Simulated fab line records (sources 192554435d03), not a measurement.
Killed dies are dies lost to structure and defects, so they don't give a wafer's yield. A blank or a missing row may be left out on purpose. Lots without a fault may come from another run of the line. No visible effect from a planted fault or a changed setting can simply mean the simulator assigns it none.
Matching of chambers | flow n5 finfet | rie diel-06 running N5_FIN_CUT_STRIP_22: 4 sister chambers
The step strips in N2/H2. 8 wafers are shown with their chamber, then 8 later ones without.

## WAFERS, EACH WITH ITS CHAMBER
wafer  | chamber | drypump motor current A (A) | showerhead plenum p Torr (Torr)
L084.6 | 3       | 6.2                         | 3.44
L089.1 | 2       | 6.0                         | 3.32
L089.5 | 1       | 5.7                         | 3.36
L089.6 | 0       | 5.2                         | 3.25
L090.1 | 1       | 5.7                         | 3.36
L090.3 | 2       | 6.1                         | 3.32
L090.6 | 0       | 5.2                         | 3.25
L091.1 | 3       | 6.2                         | 3.43

## WAFERS WITHOUT THEIR CHAMBER
wafer  | drypump motor current A (A) | showerhead plenum p Torr (Torr)
L091.2 | 5.7                         | 3.36
L091.4 | 6.1                         | 3.32
L093.1 | 5.7                         | 3.35
L093.3 | 6.1                         | 3.32
L093.4 | 5.7                         | 3.35
L094.3 | 5.7                         | 3.35
L094.4 | 6.1                         | 3.32
L094.6 | 5.2                         | 3.25

## EACH ONE'S CHAMBER
wafer  | from the rows above | in truth
L091.2 | 1                   | 1
L091.4 | 2                   | 2
L093.1 | 1                   | 1
L093.3 | 2                   | 2
L093.4 | 1                   | 1
L094.3 | 1                   | 1
L094.4 | 2                   | 2
L094.6 | 0                   | 0
Correctly placed: 8 of 8. From these rows, 0 cannot be placed. Wrongly placed: 0.
How it was worked out, from the rows above alone: a wafer's distance from a chamber is the root of the sum, over the readings, of the square of ((its reading less the chamber's mean) divided by the reading's scatter). If the next closest chamber is less than 2 further off than the closest, the wafer can't be placed; otherwise it belongs to the closest. Each chamber's mean is taken over the wafers shown for it. How the scatter is found: for the shown wafers, subtract from each reading the mean of its chamber, square and add these, divide the total by (wafers less chambers), then take the root.
